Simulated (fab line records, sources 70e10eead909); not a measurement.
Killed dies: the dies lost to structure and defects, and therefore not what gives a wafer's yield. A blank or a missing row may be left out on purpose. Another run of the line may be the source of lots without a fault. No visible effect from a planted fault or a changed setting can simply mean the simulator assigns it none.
Which of the tools did it? | flow nand_harc | 42 wafers from 14 lots sampled at 4 of the route's 1302 steps

## WHAT THE GAUGES READ, wafer by wafer
Not one reading of a measure or inspect step in the record can be checked against a usual standard deviation.

## WHICH TOOL RAN EACH LOT (tool, then ch and the chambers of the sampled wafers, then the start)
lot  | NHARC_A_CONTACT_DESCUM_47          | NHARC_A_CONTACT_ETCH_49                       | NHARC_A_CONTACT_ETCH_114             | NHARC_A_CONTACT_ETCH_115
L804 | rie_diel-08 ch 0,1, day 22 02:56   | rie_diel-08 ch 0,1,3, day 22 05:41 or earlier | har_cap_etch-02 ch 0,1, day 22 05:41 | har_cap_etch-02 ch 0,1, day 22 05:51
L803 | rie_diel-01 ch 0,2,3, day 22 11:29 | rie_diel-01 ch 0,1,2, day 22 13:50 or earlier | har_cap_etch-03 ch 0,1, day 22 13:50 | har_cap_etch-03 ch 0,1, day 22 14:01
L805 | rie_diel-01 ch 1,2,3, day 23 05:45 | rie_diel-01 ch 1,3, day 23 08:06 or earlier   | har_cap_etch-01 ch 0, day 23 08:06   | har_cap_etch-01 ch 0, day 23 08:16
L807 | rie_diel-01 ch 0,3, day 24 02:02   | rie_diel-01 ch 0,3, day 24 04:26 or earlier   | har_cap_etch-03 ch 0,1, day 24 04:26 | har_cap_etch-03 ch 0,1, day 24 04:37
L808 | rie_diel-03 ch 2,3, day 24 11:40   | rie_diel-03 ch 0,3, day 24 14:02 or earlier   | har_cap_etch-02 ch 0,1, day 24 14:02 | har_cap_etch-02 ch 0,1, day 24 14:12
L809 | rie_diel-01 ch 1,3, day 25 23:06   | rie_diel-01 ch 1, day 25 23:22                | har_cap_etch-02 ch 1, day 26 02:32   | har_cap_etch-02 ch 1, day 26 02:43
L811 | rie_diel-08 ch 0,2, day 25 23:23   | rie_diel-08 ch 0,1, day 26 01:49 or earlier   | har_cap_etch-03 ch 0,1, day 26 01:49 | har_cap_etch-03 ch 0,1, day 26 01:59
L810 | rie_diel-08 ch 0,2, day 26 05:28   | rie_diel-08 ch 1,2, day 26 07:50 or earlier   | har_cap_etch-01 ch 0,1, day 26 07:50 | har_cap_etch-01 ch 0,1, day 26 08:00
L820 | rie_diel-01 ch 0,1,2, day 29 14:58 | rie_diel-01 ch 0,2,3, day 29 17:21 or earlier | har_cap_etch-02 ch 0,1, day 29 17:21 | har_cap_etch-02 ch 0,1, day 29 17:31
L819 | rie_diel-08 ch 0,1,2, day 29 15:07 | rie_diel-08 ch 0,2,3, day 29 17:43 or earlier | har_cap_etch-01 ch 0,1, day 29 17:43 | har_cap_etch-01 ch 0,1, day 29 17:57
L821 | rie_diel-03 ch 0,1,2, day 29 19:05 | rie_diel-03 ch 2,3, day 29 21:28 or earlier   | har_cap_etch-03 ch 0,1, day 29 21:28 | har_cap_etch-03 ch 0,1, day 29 21:38
L823 | rie_diel-01 ch 1,3, day 30 11:38   | rie_diel-01 ch 0,3, day 30 14:00 or earlier   | har_cap_etch-03 ch 0, day 30 14:00   | har_cap_etch-03 ch 0, day 30 14:10
L822 | rie_diel-01 ch 1,2,3, day 31 00:14 | rie_diel-01 ch 0,1,2, day 31 02:35 or earlier | har_cap_etch-03 ch 0,1, day 31 02:35 | har_cap_etch-03 ch 0,1, day 31 02:46
L824 | rie_diel-03 ch 0,1,2, day 31 17:33 | rie_diel-03 ch 0,1,2, day 31 20:35 or earlier | har_cap_etch-02 ch 0,1, day 31 20:35 | har_cap_etch-02 ch 0,1, day 31 20:45
- NHARC_A_CONTACT_DESCUM_47: chemistry O2, time 3 s.
- NHARC_A_CONTACT_ETCH_49: etches the open film in N2/H2, target depth 260 nm, time 475.3 s.
- NHARC_A_CONTACT_ETCH_114: etches the open film in C4F8/O2/Ar, time 190 s, target depth 1850 nm.
- NHARC_A_CONTACT_ETCH_115: etches the open film in C4F8/O2/Ar, time 190 s, target depth 1850 nm.

## WHAT THE TOOLS THEMSELVES READ (means of the sampled wafers that have a number; where no wafer has one, the mark that the record gives instead)
NHARC_A_CONTACT_DESCUM_47. Usual: drypump_motor_current_A 5.7 A, standard deviation 0.46; oes_product_au 0.997 a.u., standard deviation 0.0082; rf_vpp_V 57.8 V, standard deviation 0.92; showerhead_plenum_p_Torr 1.90 Torr, standard deviation 0.084; throttle_valve_pct 11.310 %, standard deviation 0.0091.
lot  | tool        | drypump_motor_current_A (A) | oes_product_au (a.u.) | rf_vpp_V (V) | showerhead_plenum_p_Torr (Torr) | throttle_valve_pct (%) | flag
L804 | rie_diel-08 | 6.0                         | 1.008                 | 57.2         | 1.79                            | 11.307                 |
L803 | rie_diel-01 | 5.4                         | 0.995                 | 57.8         | 1.87                            | 11.314                 |
L805 | rie_diel-01 | 5.8                         | 0.996                 | 57.0         | 1.88                            | 11.308                 |
L807 | rie_diel-01 | 5.1                         | 0.988                 | 58.3         | 1.89                            | 11.314                 |
L808 | rie_diel-03 | 5.5                         | 1.006                 | 57.6         | 1.86                            | 11.302                 |
L809 | rie_diel-01 | 6.0                         | 1.004                 | 57.9         | 1.90                            | 11.314                 |
L811 | rie_diel-08 | 5.9                         | 0.998                 | 58.4         | 1.99                            | 11.310                 |
L810 | rie_diel-08 | 5.9                         | 1.002                 | 58.6         | 1.99                            | 11.311                 |
L820 | rie_diel-01 | 5.7                         | 1.000                 | 58.1         | 1.88                            | 11.316                 |
L819 | rie_diel-08 | 6.0                         | 0.994                 | 58.6         | 1.98                            | 11.321                 |
L821 | rie_diel-03 | 5.3                         | 0.986                 | 58.2         | 1.94                            | 11.314                 |
L823 | rie_diel-01 | 6.1                         | 1.007                 | 57.5         | 1.89                            | 11.311                 |
L822 | rie_diel-01 | 5.8                         | 1.003                 | 57.9         | 1.87                            | 11.307                 |
L824 | rie_diel-03 | 5.3                         | 0.993                 | 57.9         | 1.94                            | 11.311                 |

NHARC_A_CONTACT_ETCH_49. Usual: bias_w is 150.1 W with standard deviation 0.49, chamber_pressure_mTorr is 29.999 mTorr with standard deviation 0.028, drypump_motor_current_A is 5.6 A with standard deviation 0.46, oes_product_au is 0.996 a.u. with standard deviation 0.0087, rf_vpp_V is 430.1 V with standard deviation 2.5, showerhead_plenum_p_Torr is 2.02 Torr with standard deviation 0.091, and throttle_valve_pct is 14.172 % with standard deviation 0.0078.
lot  | tool        | bias_w (W) | chamber_pressure_mTorr (mTorr) | drypump_motor_current_A (A) | oes_product_au (a.u.) | rf_vpp_V (V) | showerhead_plenum_p_Torr (Torr) | throttle_valve_pct (%) | flag
L804 | rie_diel-08 | 150.0      | 30.021                         | 5.7                         | 0.989                 | 427.6        | 1.91                            | 14.171                 |
L803 | rie_diel-01 | 149.9      | 30.031                         | 5.7                         | 0.986                 | 429.9        | 2.01                            | 14.179                 |
L805 | rie_diel-01 | 150.0      | 29.997                         | 5.7                         | 0.999                 | 429.0        | 2.01                            | 14.176                 |
L807 | rie_diel-01 | 149.8      | 29.982                         | 5.3                         | 1.000                 | 429.3        | 2.00                            | 14.171                 |
L808 | rie_diel-03 | 150.2      | 30.010                         | 5.3                         | 0.997                 | 429.8        | 2.01                            | 14.170                 |
L809 | rie_diel-01 | 149.7      | 29.991                         | 6.4                         | 1.005                 | 430.5        | 2.04                            | 14.177                 |
L811 | rie_diel-08 | 150.3      | 30.019                         | 6.0                         | 0.992                 | 432.6        | 2.12                            | 14.172                 |
L810 | rie_diel-08 | 149.7      | 29.971                         | 6.1                         | 0.984                 | 434.9        | 2.21                            | 14.180                 |
L820 | rie_diel-01 | 149.5      | 29.985                         | 5.4                         | 0.985                 | 428.3        | 1.99                            | 14.165                 |
L819 | rie_diel-08 | 150.2      | 30.011                         | 5.7                         | 0.984                 | 429.1        | 2.01                            | 14.175                 |
L821 | rie_diel-03 | 150.3      | 30.000                         | 5.5                         | 1.000                 | 429.2        | 1.96                            | 14.174                 |
L823 | rie_diel-01 | 149.7      | 30.001                         | 5.3                         | 0.999                 | 429.8        | 1.99                            | 14.176                 |
L822 | rie_diel-01 | 150.5      | 29.991                         | 5.7                         | 1.002                 | 429.5        | 2.01                            | 14.173                 |
L824 | rie_diel-03 | 149.9      | 30.026                         | 5.3                         | 0.999                 | 431.2        | 2.07                            | 14.172                 |

NHARC_A_CONTACT_ETCH_114. Usual: chamber_pressure_mTorr 20.000 mTorr, standard deviation 0.02; oes_air_line_au 1.004 a.u., standard deviation 0.022.
lot  | tool            | chamber_pressure_mTorr (mTorr) | oes_air_line_au (a.u.) | flag
L804 | har_cap_etch-02 | 20.007                         | 0.992                  |
L803 | har_cap_etch-03 | 19.998                         | 1.023                  |
L805 | har_cap_etch-01 | 20.009                         | 0.993                  |
L807 | har_cap_etch-03 | 20.003                         | 0.992                  |
L808 | har_cap_etch-02 | 20.021                         | 1.015                  |
L809 | har_cap_etch-02 | 20.003                         | 1.010                  |
L811 | har_cap_etch-03 | 19.987                         | 1.001                  |
L810 | har_cap_etch-01 | 20.005                         | 1.010                  |
L820 | har_cap_etch-02 | 19.995                         | 1.019                  |
L819 | har_cap_etch-01 | 19.994                         | 0.990                  |
L821 | har_cap_etch-03 | 19.992                         | 1.015                  |
L823 | har_cap_etch-03 | 20.016                         | 1.004                  |
L822 | har_cap_etch-03 | 20.009                         | 1.004                  |
L824 | har_cap_etch-02 | 19.989                         | 1.005                  |

NHARC_A_CONTACT_ETCH_115. Usual: chamber_pressure_mTorr 20.000 mTorr, standard deviation 0.02; oes_air_line_au 1.000 a.u., standard deviation 0.021.
lot  | tool            | chamber_pressure_mTorr (mTorr) | oes_air_line_au (a.u.) | flag
L804 | har_cap_etch-02 | 20.012                         | 0.996                  |
L803 | har_cap_etch-03 | 19.980                         | 1.004                  |
L805 | har_cap_etch-01 | 19.994                         | 0.996                  |
L807 | har_cap_etch-03 | 20.016                         | 0.998                  |
L808 | har_cap_etch-02 | 19.997                         | 0.996                  |
L809 | har_cap_etch-02 | -                              | -                      | OFF
L811 | har_cap_etch-03 | 19.992                         | 1.009                  |
L810 | har_cap_etch-01 | -                              | -                      | OFF
L820 | har_cap_etch-02 | 19.977                         | 1.003                  |
L819 | har_cap_etch-01 | 20.009                         | 0.985                  |
L821 | har_cap_etch-03 | 20.038                         | 0.998                  |
L823 | har_cap_etch-03 | 20.002                         | 1.003                  |
L822 | har_cap_etch-03 | 20.002                         | 1.000                  |
L824 | har_cap_etch-02 | 19.975                         | 0.973                  |

## THE ANSWER, worked out from the rows above alone
Rule: lot off if the mean of its wafers having a number is beyond 3 standard deviations from the usual mean. A lot without any number at a reading at which 4 lots or more have one is off too. The other lots that the step has rows for count as sound. The gauges are gone through in route order, then the tools' own readings, and for those a lot's mean is taken as printed above. At the first step where some lot is off, the reading lying furthest off is the one used; lots without a number count as furthest.
Off at NHARC_A_CONTACT_ETCH_115 (chamber_pressure_mTorr): L809, L810. Without a number there: L809, L810.
If a tool, at that step or one of the process steps before it, ran each lot that is off and ran no sound lot following the first of them, it fits. Because NHARC_A_CONTACT_ETCH_49 lacks a start for some lots, the hours and order of its lots are taken from NHARC_A_CONTACT_ETCH_114. Of those tried, none fits.

## WHAT THE SIMULATOR HAD INSERTED
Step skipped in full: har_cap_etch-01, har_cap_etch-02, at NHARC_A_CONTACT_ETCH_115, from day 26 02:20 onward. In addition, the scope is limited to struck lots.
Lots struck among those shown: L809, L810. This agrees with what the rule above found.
